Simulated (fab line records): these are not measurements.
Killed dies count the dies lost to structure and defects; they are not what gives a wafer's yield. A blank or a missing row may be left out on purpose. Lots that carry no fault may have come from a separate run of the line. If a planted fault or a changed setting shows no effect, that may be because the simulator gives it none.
A lot that was struck, set against a sound lot || flow nandHarc || 20 steps out of a route of 1302
Sound: the wafers L617.1, L617.2, L617.5. Struck: wafer L621.2. (L621.3 of the same lot was not struck and is left out.) The cause comes at the end.
Order at every step that has rows: each side's tool, ch and its chambers, its first start. Under that, the readings that differ: sound wafers || struck wafers || difference of the means || sigmas: that difference in standard deviations of wafers without a fault.
alike: readings whose means differ by less than 2 such deviations, and words and numbers that are the same on both sides. not compared: withheld readings, readings that some wafer has no value for, bounds like >300 that may hide the same value, and numbers for which the record gives no deviation and whose values overlap.
Wherever a step has rows on one side only, a row that says differs or no value, or a row with sigmas, the two part there. When numbers do not overlap yet have no deviation, they are printed without sigmas and do not part them. Lack of a reading on every wafer of one side parts them only where that side has two or more wafers.

first, 3 steps without rows for these wafers: NHARC_P_GATE_SRD_72; NHARC_P_GATE_OXIDE_16 (material SiO2, target thk 3 nm, ox time 392 s); NHARC_P_GATE_CVD_17 (deposits poly-Si, target thk 150 nm, time 900 s).
NHARC_P_GATE_HM_DEP_102: deposits aC, target thk 120 nm.
  sound on aclDep-03 ch 0, day 5 04:52; struck on aclDep-02 ch 0, day 7 04:32
  alike: throttleValvePct
NHARC_P_GATE_DEP_103: deposits SiON, target thk 30 nm.
  sound on pecvd-04 ch 0,2, day 5 05:34; struck on pecvd-01 ch 0, day 7 05:05
  alike: heaterPowerW
then, 7 steps without rows for these wafers: NHARC_P_GATE_DEHYDRATE_18 (time 120 s); NHARC_P_GATE_HMDS_19 (time 30 s); NHARC_P_GATE_COAT_20 (resist thk 90 nm); NHARC_P_GATE_SOFTBAKE_21 (time 55 s); NHARC_P_GATE_EBR_22; NHARC_P_GATE_EXPOSE_23 (exposes mask P GATE, target cd 120 nm); NHARC_P_GATE_PEB_24 (peb time 65 s).
NHARC_P_GATE_DEVELOP_25: develop time 35 s.
  sound on lithoTrack-04 ch 0, day 5 06:00; struck on lithoTrack-01 ch 0, day 7 05:00
  alike: chillPlateTempC, developerTempC, exhaustPa, resistLineTempC
NHARC_P_GATE_CD_MEAS_26 targets a cd of 120 nm.
  sound on cdSem-03 ch 0, day 5 06:13; struck on cdSem-03 ch 0, day 7 05:46
{"reading": "cdNm (nm)", "sound": "120.8 121.5 120.4", "struck": 115.8, "difference": -5.1, "sigmas": -5}
NHARC_P_GATE_OVL_MEAS_27:
  sound on overlay-01, day 5 06:19; struck on overlay-02, day 7 05:51
  alike: overlayXNm, overlayYNm
NHARC_P_GATE_INSPECT_28:
  sound on defectInspect-01, day 5 06:21; struck on defectInspect-01, day 7 05:53
  alike: rawDefectCount
NHARC_P_GATE_DESCUM_31: chemistry O2, time 3 s.
  sound on rieDiel-06 ch 0,1, day 5 06:25; struck on rieDiel-08 ch 0, day 7 05:57
{"reading": "oesProductAu (a.u.)", "sound": "0.989 0.991 0.985", "struck": 1.013, "difference": "+0.025", "sigmas": "+2"}
{"reading": "showerheadPlenumPTorr (Torr)", "sound": "1.80 1.81 1.81", "struck": 2.02, "difference": "+0.21", "sigmas": "+3"}
{"reading": "model.P_GATE.cdNm (nm)", "sound": "120 121.6 120.7", "struck": 114.5, "difference": -6.3, "sigmas": ""}
  alike: drypumpMotorCurrentA, rfVppV, throttleValvePct
  not compared: rfHoursCounterH
NHARC_P_GATE_ETCH_104: etches the open film in CF4/CHF3, target depth 60 nm.
  sound on rieDiel-06 ch 0,2,3, day 5 06:30; struck on rieDiel-08 ch 3, day 7 06:02
{"reading": "model.P_GATE.cdNm (nm)", "sound": "120.1 121.4 121.1", "struck": 115, "difference": -6, "sigmas": ""}
  alike: drypumpMotorCurrentA, oesProductAu, rfVppV, showerheadPlenumPTorr, throttleValvePct
NHARC_P_GATE_HM_OPEN_105: chemistry O2/COS, target depth 360 nm.
  sound on rieDiel-06 ch 2,3; struck on rieDiel-08 ch 1
{"reading": "drypumpMotorCurrentA (A)", "sound": "6.7 6.7 6.7", "struck": 5.7, "difference": -1.0, "sigmas": -2}
  alike: cosFlowSccm, oesProductAu, rfVppV, showerheadPlenumPTorr, throttleValvePct
  not compared: rfHoursCounterH
following that, these wafers have no rows for 1 step: NHARC_END_SORT_01.

== WHERE THEY PART ==
First at NHARC_P_GATE_CD_MEAS_26; last, within this record, at NHARC_P_GATE_HM_OPEN_105.

WHY: what had been put in by the simulator
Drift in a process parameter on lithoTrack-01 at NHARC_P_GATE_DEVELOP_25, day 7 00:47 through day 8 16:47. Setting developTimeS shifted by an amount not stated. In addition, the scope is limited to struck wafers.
